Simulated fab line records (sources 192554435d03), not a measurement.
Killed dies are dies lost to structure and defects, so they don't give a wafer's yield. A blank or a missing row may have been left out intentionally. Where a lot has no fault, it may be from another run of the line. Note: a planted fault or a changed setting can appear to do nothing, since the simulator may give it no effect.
Which of the tools did it? | flow n5Finfet | at 1 step of a route of 1938, 7 lots with 18 wafers sampled

WHAT THE GAUGES SHOWED, per wafer
N5_BEOL_M15_THK_MEAS_01.
lot  | measured     | on           | M15_ILD_THK (nm)
L816 | day 11 18:56 | filmMetro-02 | 1602 1641 1643
L818 | day 12 11:30 | filmMetro-01 | 1619 1620
L819 | day 12 17:19 | filmMetro-01 | 1604 1618 1638
L823 | day 13 22:00 | filmMetro-02 | 1615 1644 1636
L824 | day 14 11:34 | filmMetro-02 | 1617 1669
L827 | day 15 01:35 | filmMetro-02 | 1631 1614 1560
L836 | day 17 02:28 | filmMetro-01 | 1610 1581

WHAT TOOL EACH LOT RAN ON (gives the tool, then ch and the chambers of the sampled wafers, and finally the start)
The record holds no process step before these readings.

THE ANSWER, worked out from the rows above alone
Rule: the lots themselves supply what counts as usual. The widest of any qualifying gaps counts: lots, ordered by their means at a reading, are off when they make up no more than a third of the lots, leave a main group of 4 or more, and stand apart from it by 3 or more times the standard deviation of that group's means. Not used: any main group whose means are identical at the precision the tables above print for the reading. Also off: a lot with no number at a reading for which 4 or more lots have one. Where the step has rows for the other lots, those lots are counted as sound.
Across all readings shown, no lot is off: no conclusion can be drawn from this.

WHAT HAD BEEN PUT IN BY THE SIMULATOR
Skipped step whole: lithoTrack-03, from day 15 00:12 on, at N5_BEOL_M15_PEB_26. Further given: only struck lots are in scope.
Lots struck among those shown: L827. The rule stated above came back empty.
